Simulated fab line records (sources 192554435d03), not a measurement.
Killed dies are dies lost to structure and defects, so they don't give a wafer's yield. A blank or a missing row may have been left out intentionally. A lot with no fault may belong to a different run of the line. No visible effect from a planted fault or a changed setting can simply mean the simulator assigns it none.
The tool behind it: which one? ; flow n5Finfet ; Sampling: 24 lots, 72 wafers, 4 of 1938 route steps

== WHAT EACH GAUGE READ, for each wafer ==
N5_BEOL_M11_INSPECT_13: inspects for defects (brightfield).
lot;measured;on;rawDefectCount
L075;day 11 02:16;defectInspect-02;352 440 289
L074;day 11 02:25;defectInspect-02;485 471 589
L078;day 13 06:04;defectInspect-01;334 377 384
L077;day 13 06:55;defectInspect-02;380 404 325
L076;day 13 13:19;defectInspect-02;483 327 453
L083;day 13 15:53;defectInspect-01;430 543 444
L080;day 13 19:53;defectInspect-01;275 379 237
L081;day 13 21:20;defectInspect-01;260 375 278
L079;day 14 06:27;defectInspect-01;416 580 636
L082;day 14 09:47;defectInspect-02;724 669 543
L084;day 14 18:32;defectInspect-02;690 716 608
L086;day 15 00:50;defectInspect-01;482 454 455
L085;day 15 04:52;defectInspect-01;488 465 564
L088;day 15 07:45;defectInspect-02;564 695 680
L087;day 15 15:24;defectInspect-02;775 479 560
L091;day 15 21:46;defectInspect-02;439 524 393
L089;day 16 10:51;defectInspect-02;348 491 419
L093;day 16 14:59;defectInspect-01;465 595 501
L090;day 16 19:03;defectInspect-01;609 632 595
L094;day 16 23:19;defectInspect-01;494 529 515
L092;day 17 01:59;defectInspect-02;415 509 606
L095;day 17 08:31;defectInspect-01;541 450 520
L096;day 17 23:15;defectInspect-02;319 332 380
L097;day 18 02:13;defectInspect-02;580 437 472

N5_BEOL_M11_CD_MEAS_18: pitch 140 nm, target cd 70 nm.
lot;measured;on;cdNm (nm)
L075;day 11 02:44;cdSem-01;69.4 68.9 69.6
L074;day 11 02:55;cdSem-03;69.2 68.6 70.3
L078;day 13 06:38;cdSem-03;70.7 69.1 70.4
L077;day 13 07:25;cdSem-02;68.6 68.9 68.5
L076;day 13 13:48;cdSem-02;69.4 69.4 69.0
L083;day 13 16:23;cdSem-03;70.3 68.7 70.6
L080;day 13 20:50;cdSem-03;69.8 70.2 69.9
L081;day 13 21:49;cdSem-02;70.1 70.8 71.1
L079;day 14 06:56;cdSem-03;70.2 69.3 69.9
L082;day 14 10:16;cdSem-01;68.3 68.6 69.1
L084;day 14 19:05;cdSem-02;70.2 68.7 69.3
L086;day 15 01:23;cdSem-01;69.2 69.9 70.8
L085;day 15 05:21;cdSem-02;70.2 71.5 70.5
L088;day 15 08:23;cdSem-02;71.1 69.4 70.8
L087;day 15 15:55;cdSem-03;69.6 70.9 72.0
L091;day 15 22:16;cdSem-01;67.9 68.7 68.0
L089;day 16 11:32;cdSem-03;71.3 69.8 71.3
L093;day 16 15:29;cdSem-03;68.4 69.4 70.2
L090;day 16 19:32;cdSem-03;71.6 71.2 70.5
L094;day 16 23:49;cdSem-03;70.5 70.2 71.6
L092;day 17 02:45;cdSem-01;71.3 69.5 70.0
L095;day 17 09:00;cdSem-01;68.6 68.4 68.5
L096;day 18 00:13;cdSem-02;70.0 70.3 70.3
L097;day 18 03:39;cdSem-03;70.3 69.5 69.8

N5_BEOL_M11_OVL_MEAS_29.
lot;measured;on;V10_OVL (nm)
L075;day 11 04:33;overlay-02;-1.1 0.2 0.6
L074;day 11 04:23;overlay-02;-1.2 -0.3 -0.1
L078;day 13 09:14;overlay-02;0.7 -0.6 0.5
L077;day 13 09:24;overlay-01;-0.5 -0.3 -1.4
L076;day 13 14:45;overlay-02;-0.6 0.1 0.3
L083;day 13 18:07;overlay-01;0.1 0.7 -0.3
L080;day 13 23:12;overlay-01;-1.6 -1.7 -0.9
L081;day 13 23:23;overlay-01;0.1 0.5 -0.3
L079;day 14 08:53;overlay-02;0.1 -0.4 -1.1
L082;day 14 10:41;overlay-02;-0.7 0.2 -0.6
L084;day 14 23:14;overlay-02;-0.4 0.4 -0.4
L086;day 15 02:58;overlay-01;-0.8 -0.1 0.1
L085;day 15 07:06;overlay-02;1.0 1.1 1.1
L088;day 15 08:49;overlay-01;0.7 0.9 1.1
L087;day 15 16:21;overlay-01;1.5 -2.1 0.3
L091;day 16 00:12;overlay-01;-0.8 -1.4 0.2
L089;day 16 13:33;overlay-02;-0.4 0.8 -0.2
L093;day 16 17:34;overlay-02;-1.1 -1.0 -1.3
L090;day 16 20:20;overlay-01;-1.1 -0.6 -0.9
L094;day 17 03:11;overlay-01;0.1 0.3 0.6
L092;day 17 03:14;overlay-01;-0.3 0.0 -0.8
L095;day 17 09:29;overlay-01;-0.4 -0.6 -0.7
L096;day 18 01:48;overlay-02;-0.7 0.0 -0.2
L097;day 18 06:49;overlay-01;-1.4 -0.8 -0.7

N5_BEOL_M11_INSPECT_30: inspects for defects (brightfield).
lot;measured;on;rawDefectCount
L075;day 11 04:34;defectInspect-02;368 456 299
L074;day 11 04:24;defectInspect-02;531 453 584
L078;day 13 09:16;defectInspect-01;340 378 365
L077;day 13 09:26;defectInspect-01;374 432 338
L076;day 13 14:47;defectInspect-02;502 341 469
L083;day 13 18:09;defectInspect-01;415 519 453
L080;day 13 23:14;defectInspect-02;279 381 261
L081;day 13 23:24;defectInspect-01;253 356 278
L079;day 14 08:55;defectInspect-02;405 584 617
L082;day 14 10:42;defectInspect-01;666 712 557
L084;day 14 23:16;defectInspect-02;697 738 612
L086;day 15 02:59;defectInspect-01;492 431 473
L085;day 15 07:07;defectInspect-02;483 480 564
L088;day 15 08:50;defectInspect-02;582 689 681
L087;day 15 16:23;defectInspect-01;787 467 545
L091;day 16 00:13;defectInspect-01;435 493 435
L089;day 16 13:35;defectInspect-02;342 490 439
L093;day 16 17:35;defectInspect-02;510 649 517
L090;day 16 20:22;defectInspect-01;590 611 571
L094;day 17 03:13;defectInspect-01;477 547 543
L092;day 17 03:16;defectInspect-01;413 482 598
L095;day 17 09:31;defectInspect-01;533 443 537
L096;day 18 01:50;defectInspect-01;338 354 380
L097;day 18 06:50;defectInspect-01;574 414 475

== WHICH TOOL RAN EACH LOT (tool, then ch and the chambers of the sampled wafers, then the start) ==
The record shows no process step preceding these readings.

== WHAT THE TOOLS THEMSELVES READ (means of the sampled wafers that have a number; where no wafer has one, the mark that the record gives instead) ==
The record holds no such reading with a usual standard deviation.

== THE ANSWER, worked out from the rows above alone ==
Rule: the usual values come from the lots themselves. Put in order of their means at a reading, lots are off if they are a third of the lots or fewer, leave a main group of 4 or more, and stand apart from it by a gap of 3 or more times the standard deviation of the main group's means; of several such gaps the widest counts. A main group whose means are all the same, to the digits that the tables above print for the reading, isn't used. A lot without any number at a reading at which 4 lots or more have one is off too. All remaining lots with rows at the step are treated as sound. After the gauges, taken in route order, come the tools' own readings; for these a lot's mean is taken, as printed above. At the first step where some lot is off, the reading lying furthest off is the one used; lots without a number count as furthest.
No lot is off at any reading shown: from this, nothing can be told.

== WHAT WAS PUT IN BY THE SIMULATOR ==
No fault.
